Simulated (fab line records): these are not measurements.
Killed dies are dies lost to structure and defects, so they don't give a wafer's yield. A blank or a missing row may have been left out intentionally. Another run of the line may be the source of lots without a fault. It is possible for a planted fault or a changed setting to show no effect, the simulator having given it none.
fab line records    flow n5_finfet    part 2 of 2: steps 26 to 38 of 38
[record] lots = 5  wafers = 15  last_day = 18
route steps=1938 shown BEOL_M8@1380 BEOL_M9@1401
lots that met no fault: taken from a fault-free run of the same line
start_h: the number of hours between the record's first day and the start of the first shown wafer of the lot    wait_h: hours since the lot's step before    " the same as in the row above    L1.1+2: several wafers, shown together as one row    - value missing, or start not given    * or withheld: withheld    < > ~ a bound
route shown NAME@n: NAME is a module with steps in the file, n the number in the route of the first one    usual: mean and standard deviation over wafers with no fault    same: alike in all rows    chamber/n: place in a boat    sites: readings site by site    _std_site: standard deviation across them    _edge_site: mean of outer sites minus mean of inner sites    radius_mm: how far each site lies from the wafer's centre    mask NAME#n: copy n    behind: the last tool/chamber to shape the wafer    hold: what put the lot on hold/how long, in hours/how the hold closed    device: the transistor (n, p or np) that didn't switch    end of line: tests run on the same wafers once the route is complete    a step without rows: its recipe alone    killed: dies lost to structure and defects at the first sort, not the wafer's yield    map: a wafer's dies, x killed, . not, _ none there
set.NAME: the setting as run; set.NAME@STEP: as run at that earlier step    model.NAME: the simulator's own value behind a step, which no gauge read
lots at some steps of the route; a table a step, a row a wafer
services: the hour from which a tool's chamber was out of use, counted from the record's first day as start_h (under 0 if before that day), plus the number of hours and why
[[steps]]
[step N5_BEOL_M9_HM_DEP_02]
[recipe] material = TiN  target_thk_a = 200  temp_c = 25  chamber_pressure_pa = 0.49996
[usual] throttle_valve_pct = 30.1/1.2
lot.wafer  tool            chamber  start_h  wait_h  throttle_valve_pct
L074.2     pvd_sputter-03  -        246.76   1.6     30.2
L074.4     "               -        "        "       28.5
L074.6     "               -        "        "       29.2
L079.1     pvd_sputter-01  -        275.80   0.9     31.4
L079.4     "               -        "        "       30.6
L079.6     "               -        "        "       31.6
L083.4     pvd_sputter-01  -        302.40   1.2     31.6
L083.5     "               -        "        "       31.5
L083.6     "               -        "        "       31.6
L085.1     pvd_sputter-01  -        317.66   1.8     31.7
L085.2     "               -        "        "       30.5
L085.4     "               -        "        "       31.5
L093.2     pvd_sputter-03  -        361.03   1.6     30.4
L093.4     "               -        "        "       28.3
L093.6     "               -        "        "       30.0
[step N5_BEOL_M9_COAT_59]
[recipe] resist = SOC  temp_c = 250  time_s = 60  spin_rpm = 1500  resist_thk_nm = 100
[same] time_s = 60
lot.wafer   tool            chamber  start_h  wait_h
L074.2+4+6  litho_track-01  0        246.89   0.1
L079.1+4+6  litho_track-03  0        275.92   0.1
L083.4+5+6  litho_track-03  0        302.52   0.1
L085.1+2+4  litho_track-03  0        317.80   0.1
L093.2+4+6  litho_track-03  0        361.15   0.1
[step N5_BEOL_M9_COAT_60]
[recipe] resist = SiARC  temp_c = 220  time_s = 60  spin_rpm = 1500  resist_thk_nm = 30
[same] time_s = 60
lot.wafer   tool            chamber  start_h  wait_h
L074.2+4+6  litho_track-01  0        -        -
L079.1+4+6  litho_track-03  0        -        -
L083.4+5+6  litho_track-03  0        -        -
L085.1+2+4  litho_track-03  0        -        -
L093.2+4+6  litho_track-03  0        -        -
[step N5_BEOL_M9_COAT_05]
[recipe] resist = CAR-ArF  spin_rpm = 1500  resist_thk_nm = 90
lot.wafer   tool            chamber  start_h  wait_h
L074.2+4+6  litho_track-01  0        -        -
L079.1+4+6  litho_track-03  0        -        -
L083.4+5+6  litho_track-03  0        -        -
L085.1+2+4  litho_track-03  0        -        -
L093.2+4+6  litho_track-03  0        -        -
[step N5_BEOL_M9_EBR_07]
[recipe] solvent = PGMEA  ebr_width_mm = 1.5
lot.wafer   tool            chamber  start_h  wait_h
L074.2+4+6  litho_track-01  0        -        -
L079.1+4+6  litho_track-03  0        -        -
L083.4+5+6  litho_track-03  0        -        -
L085.1+2+4  litho_track-03  0        -        -
L093.2+4+6  litho_track-03  0        -        -
[step N5_BEOL_M9_SOFTBAKE_06]
[recipe] temp_c = 110  time_s = 60  resist = CAR-ArF
[same] time_s = 60
lot.wafer   tool            chamber  start_h  wait_h
L074.2+4+6  litho_track-01  0        -        -
L079.1+4+6  litho_track-03  0        -        -
L083.4+5+6  litho_track-03  0        -        -
L085.1+2+4  litho_track-03  0        -        -
L093.2+4+6  litho_track-03  0        -        -
[step N5_BEOL_M9_EXPOSE_08]
[recipe] mask_id = M9  na = 1.35  source_shape = dipole  sigma_inner = 0.411  sigma_outer = 0.611  polarization = te  dose_mj = 53.75
[same] sigma_outer = 0.611
lot.wafer   tool             chamber  start_h  wait_h  mask
L074.2+4+6  arfi_scanner-02  0        247.01   -       M9#0
L079.1+4+6  arfi_scanner-03  0        276.17   -       M9#0
L083.4+5+6  arfi_scanner-02  0        302.66   -       M9#0
L085.1+2+4  arfi_scanner-03  0        318.04   -       M9#0
L093.2+4+6  arfi_scanner-02  0        361.40   -       M9#0
[step N5_BEOL_M9_PEB_09]
[recipe] peb_temp_c = withheld  peb_time_s = 60  resist = CAR-ArF
[same] peb_time_s = 60
lot.wafer   tool            chamber  start_h  wait_h
L074.2+4+6  litho_track-01  0        247.07   0.0
L079.1+4+6  litho_track-05  0        276.23   0.1
L083.4+5+6  litho_track-01  0        302.70   0.0
L085.1+2+4  litho_track-03  0        318.10   0.1
L093.2+4+6  litho_track-05  0        361.46   0.0
[step N5_BEOL_M9_DEVELOP_10]
[recipe] develop_time_s = 30  developer = TMAH  resist = CAR-ArF  rinse_liquid = diw  dry = air_spin  dev_temp_c = 23
lot.wafer   tool            chamber  start_h  wait_h
L074.2+4+6  litho_track-01  0        -        -
L079.1+4+6  litho_track-05  0        -        -
L083.4+5+6  litho_track-01  0        -        -
L085.1+2+4  litho_track-03  0        -        -
L093.2+4+6  litho_track-05  0        -        -
[step N5_BEOL_M9_CD_MEAS_11]
[recipe] target_cd_nm = 64.1  landing_energy_ev = 500  detector = se_inlens  polarity = opening
[usual] cd_nm = 64.3/0.52
lot.wafer  tool       chamber  start_h  wait_h  cd_nm
L074.2     cd_sem-01  0        247.13   -       63.8
L074.4     "          0        "        "       64.7
L074.6     "          0        "        "       65.1
L079.1     cd_sem-01  0        276.29   -       64.9
L079.4     "          0        "        "       64.4
L079.6     "          0        "        "       64.0
L083.4     cd_sem-03  0        302.77   -       64.4
L083.5     "          0        "        "       64.0
L083.6     "          0        "        "       64.6
L085.1     cd_sem-01  0        318.17   -       64.3
L085.2     "          0        "        "       63.7
L085.4     "          0        "        "       63.2
L093.2     cd_sem-03  0        361.52   -       65.1
L093.4     "          0        "        "       64.9
L093.6     "          0        "        "       65.3
[step N5_BEOL_M9_OVL_MEAS_12]
[recipe] points_per_wafer = 44
[usual] M9_OVL = -1.0/0.71
lot.wafer  tool        chamber  start_h  wait_h  M9_OVL[nm]
L074.2     overlay-01  0        247.16   0.0     -1.9
L074.4     "           0        "        "       -2.5
L074.6     "           0        "        "       -1.9
L079.1     overlay-02  0        276.32   0.0     -0.1
L079.4     "           0        "        "       -1.1
L079.6     "           0        "        "       -0.6
L083.4     overlay-01  0        302.80   0.0     -2.0
L083.5     "           0        "        "       -0.8
L083.6     "           0        "        "       -0.7
L085.1     overlay-02  0        318.20   0.0     -0.9
L085.2     "           0        "        "       -1.0
L085.4     "           0        "        "       -0.9
L093.2     overlay-01  0        361.55   0.0     -1.6
L093.4     "           0        "        "       -0.8
L093.6     "           0        "        "       -0.7
[step N5_BEOL_M9_INSPECT_13]
[recipe] mode = adi  inspect_instrument = brightfield
[usual] raw_defect_count = 446/110
lot.wafer  tool               chamber  start_h  wait_h  raw_defect_count
L074.2     defect_inspect-02  -        247.19   0.0     451
L074.4     "                  -        "        "       409
L074.6     "                  -        "        "       501
L079.1     defect_inspect-01  -        276.35   0.0     234
L079.4     "                  -        "        "       328
L079.6     "                  -        "        "       500
L083.4     defect_inspect-01  -        302.82   0.0     288
L083.5     "                  -        "        "       537
L083.6     "                  -        "        "       496
L085.1     defect_inspect-02  -        318.22   0.0     399
L085.2     "                  -        "        "       498
L085.4     "                  -        "        "       332
L093.2     defect_inspect-01  -        361.58   0.0     493
L093.4     "                  -        "        "       429
L093.6     "                  -        "        "       451
[step N5_BEOL_M9_DESCUM_16]
[recipe] chemistry = O2  time_s = 7.9  source_power_w = 50  bias_power_w = 20  pressure_mtorr = 20  rf_frequency_hz = 2.712e+07  temp_c = 40  resist = CAR-ArF  o2_flow_sccm = 225
[usual] drypump_motor_current_A = 5.8/0.37  oes_product_au = 0.81/0.084  rf_vpp_V = 243.7/1.4  showerhead_plenum_p_Torr = 2.12/0.064  throttle_valve_pct = 20.46/0.19
[same] time_s = 7.9
lot.wafer  tool         chamber  start_h  wait_h  drypump_motor_current_A  oes_product_au  rf_hours_counter_h  rf_vpp_V  showerhead_plenum_p_Torr  throttle_valve_pct
L074.2     rie_diel-05  0        247.22   0.0     6.1                      0.68            231                 245.2     2.15                      20.52
L074.4     "            0        "        "       6.1                      0.68            -                   243.4     2.15                      20.54
L074.6     "            1        "        "       6.0                      0.74            -                   242.8     2.08                      20.41
L079.1     rie_diel-02  0        276.38   0.0     5.5                      0.74            192                 243.9     2.15                      20.87
L079.4     "            3        "        "       6.3                      0.87            56                  244.9     2.22                      20.44
L079.6     "            1        "        "       5.7                      0.88            -                   245.0     2.11                      20.13
L083.4     rie_diel-05  1        303.05   0.2     6.0                      0.72            174                 242.6     2.07                      20.43
L083.5     "            0        "        "       6.1                      0.66            -                   244.3     2.14                      20.55
L083.6     "            1        "        "       6.0                      0.73            -                   244.3     2.07                      20.43
L085.1     rie_diel-05  3        318.29   0.1     5.7                      0.92            18                  243.9     2.14                      20.37
L085.2     "            2        "        "       5.0                      0.72            217                 242.0     1.99                      20.41
L085.4     "            1        "        "       6.0                      0.72            -                   242.4     2.07                      20.44
L093.2     rie_diel-01  3        361.67   0.1     5.9                      0.79            110                 243.7     2.10                      20.46
L093.4     "            1        "        "       5.8                      0.85            43                  245.3     2.15                      20.58
L093.6     "            1        "        "       5.8                      0.85            -                   243.0     2.15                      20.55
[[services]]
tool             chamber  start_h  hours  kind
arfi_scanner-03  -        219.30   0.4    repair
arfi_scanner-02  -        221.95   3.9    pm
arfi_scanner-03  -        224.18   3.1    pm
pecvd-04         -        224.36   1.5    repair
pecvd-03         0        225.67   2.2    repair
rie_diel-05      0        227.75   9.5    repair
ald_metal-02     3        232.45   10.4   repair
cmp-02           -        235.91   4.0    pm
wet_bench-05     -        239.02   1.1    repair
cmp-03           -        241.72   4.0    pm
cmp-03           -        248.25   0.3    repair
arfi_scanner-02  -        261.90   1.3    pm
cmp-02           -        264.02   0.6    repair
uv_cure-03       -        272.28   3.4    pm
uv_cure-02       -        286.38   1.0    pm
uv_cure-03       -        304.09   6.0    pm
pecvd-04         -        305.66   14.0   repair
uv_cure-03       -        311.70   3.2    repair
wet_bench-02     -        320.15   1.2    repair
pecvd-02         1        324.87   29.1   repair
cvd_co-02        -        326.75   0.5    repair
arfi_scanner-02  -        327.28   0.8    pm
pecvd-01         0        340.13   6.7    repair
arfi_scanner-02  -        350.43   1.0    pm
